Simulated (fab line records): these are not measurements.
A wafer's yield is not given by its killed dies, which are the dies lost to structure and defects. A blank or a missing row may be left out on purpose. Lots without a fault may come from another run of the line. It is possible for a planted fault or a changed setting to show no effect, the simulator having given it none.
Chamber matching + flow nand-harc + NHARC_A_CHANNEL_HOLE_D1_DESCUM_15 on rie-diel-05: 4 sister chambers
The step chemistry O2, time 3 s. 4 wafers are shown with their chamber, then 8 later ones without.

WAFERS WITH THEIR CHAMBER
| wafer  | chamber | oes-product-au (a.u.) |
|--------|---------|-----------------------|
| L081.6 | 0       | 1.007                 |
| L082.4 | 3       | 1.024                 |
| L088.4 | 2       | 1.004                 |
| L090.1 | 1       | 1.001                 |

WAFERS MISSING THEIR CHAMBER
| wafer  | oes-product-au (a.u.) |
|--------|-----------------------|
| L090.3 | 1.014                 |
| L090.6 | 1.003                 |
| L095.1 | 1.008                 |
| L095.2 | 0.994                 |
| L095.4 | 0.994                 |
| L097.1 | 0.995                 |
| L097.4 | 1.015                 |
| L097.6 | 0.997                 |

EACH ONE'S CHAMBER
| wafer  | from the rows above               | in truth |
|--------|-----------------------------------|----------|
| L090.3 | can't be placed: 0 or 2 or 3 or 1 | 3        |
| L090.6 | can't be placed: 2 or 1 or 0      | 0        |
| L095.1 | can't be placed: 0 or 2 or 1      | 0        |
| L095.2 | can't be placed: 1 or 2 or 0      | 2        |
| L095.4 | can't be placed: 1 or 2 or 0      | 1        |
| L097.1 | can't be placed: 1 or 2 or 0      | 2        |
| L097.4 | can't be placed: 0 or 3 or 2 or 1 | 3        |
| L097.6 | can't be placed: 1 or 2 or 0      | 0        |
Correct placement for 0 of the 8. Not placeable from these rows: 8 (in 8, the candidates include the true chamber). Number placed wrongly: 0.
How it was worked out, from the rows above alone: a wafer's distance from a chamber is the root of the sum, over the readings, of the square of ((its reading less the chamber's mean) divided by the reading's scatter). The wafer belongs to the nearest chamber; if the next one is less than 2 further off, it can't be placed. For every chamber, the mean is computed from those of its wafers that are shown. The scatter (one wafer shown for each chamber): square how far every hidden wafer sits from the nearest shown wafer, average those squares and take the square root.
